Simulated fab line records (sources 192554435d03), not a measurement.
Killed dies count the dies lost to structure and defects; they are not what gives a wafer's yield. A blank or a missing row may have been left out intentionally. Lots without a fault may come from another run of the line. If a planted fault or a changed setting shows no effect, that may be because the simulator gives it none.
Problem report, 8D (eight disciplines) form, completed by code	flow n5_finfet	the parts of the form that need people (team, actions taken, sign-off) are left out

== 1. PROBLEM STATEMENT ==
Wafers without a fault read 46.2 s, standard deviation 1.3; etch_rf_on_time_s at N5_FIN_SAQP_ETCH_57 reads a mean of 87.7 s on 4 wafers belonging to 3 lots. That is +32 standard deviations from the usual mean.
The step: etches SiNx in CH3F/O2, target depth 32.5 nm, time 46.4 s.
First seen on wafer L384.1, day 5 01:34, on rie_diel-01. The record holds 19 wafers of 7 lots with a number at this step. The rule behind "out" and "out of limits": a value lying over 4 standard deviations away from the usual mean. The rest of the wafers with a number are treated as sound.

== 2. WHAT THIS IS AND IS NOT ==
question	is	is not
which readings at this step	etch_rf_on_time_s	drypump_motor_current_A, rf_vpp_V, showerhead_plenum_p_Torr, throttle_valve_pct
which lots	L384, L385, L388	L378, L381, L391, L394
which wafers of those lots	L384.1, L385.1, L388.1, L388.3	L384.6, L385.6, L388.2
read on which tools	rie_diel-01	rie_diel-02
when	from day 5 01:34	up to then (7 sound wafers); but 8 sound wafers of L385, L388, L391, L394 came after

== 3. SUSPECTS, AND WHAT RULES EACH OUT ==
Counting: if a tool at a process step up to the reading ran every lot that is out, it stays a suspect. Sound lots after the first of them don't rule it out here, since some wafers of a struck lot are sound.
- ald_sin-04 at N5_FIN_SAQP_SPACER1_ALD_24 (deposits SiO2, target thk 20.3 nm, pulse time 1 s, purge time 2 s): kept. It processed each lot that is out (first: L384, day 5 00:28); up to then, its last sound lot is L378 (day 3 10:46).
- rie_si-04 at N5_FIN_SAQP_MANDREL1_REMOVE_56 (chemistry HBr/Cl2/O2, target a-Si, stops on SiNx, bt time 10 s): kept. It ran every lot that is out, first L384 (day 5 01:16).
- rie_diel-01 at N5_FIN_SAQP_ETCH_57 (etches SiNx in CH3F/O2, target depth 32.5 nm, time 46.4 s): kept. It processed each lot that is out (first: L384, day 5 01:34); up to then, its last sound lot is L381 (day 4 06:45). On those wafers its own readings are out: etch_rf_on_time_s.
The count leaves ald_sin-04 at N5_FIN_SAQP_SPACER1_ALD_24, rie_si-04 at N5_FIN_SAQP_MANDREL1_REMOVE_56, and rie_diel-01 at N5_FIN_SAQP_ETCH_57.

== 4. THE CAUSE (what the simulator had put in) ==
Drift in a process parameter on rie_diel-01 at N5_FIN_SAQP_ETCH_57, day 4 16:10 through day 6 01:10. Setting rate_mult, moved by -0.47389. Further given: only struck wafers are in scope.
Counting leaves 3 suspects; this tool is one of them.

== 5. SEQUENCE OF EFFECTS, ordered by route ==
One row per reading whose mean, taken over the struck wafers that have a number, lies over 3 standard deviations from the usual. Scope: only readings with a usual standard deviation given in the record; hours: median across lots of the time from each lot's start at the first step in this table that gives one to its start at this step; sigmas: change in usual standard deviations.
hours	step	reading	usual	on struck wafers	change	sigmas
0	N5_FIN_SAQP_ETCH_57	etch_rf_on_time_s	46.2 s	87.7	+41.5	+32
The process steps in it:
- N5_FIN_SAQP_ETCH_57: etches SiNx in CH3F/O2, target depth 32.5 nm, time 46.4 s.
Later measuring or inspecting steps at which every struck wafer that the step has a row for has a number for every such reading, and none has moved that far: N5_BEOL_M4_RC_MEAS_101.

== 6. HOW IT WOULD HAVE BEEN CAUGHT EARLIER ==
In this record the first reading out of limits was taken at day 5 01:34, 9 hours after the fault began at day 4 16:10.
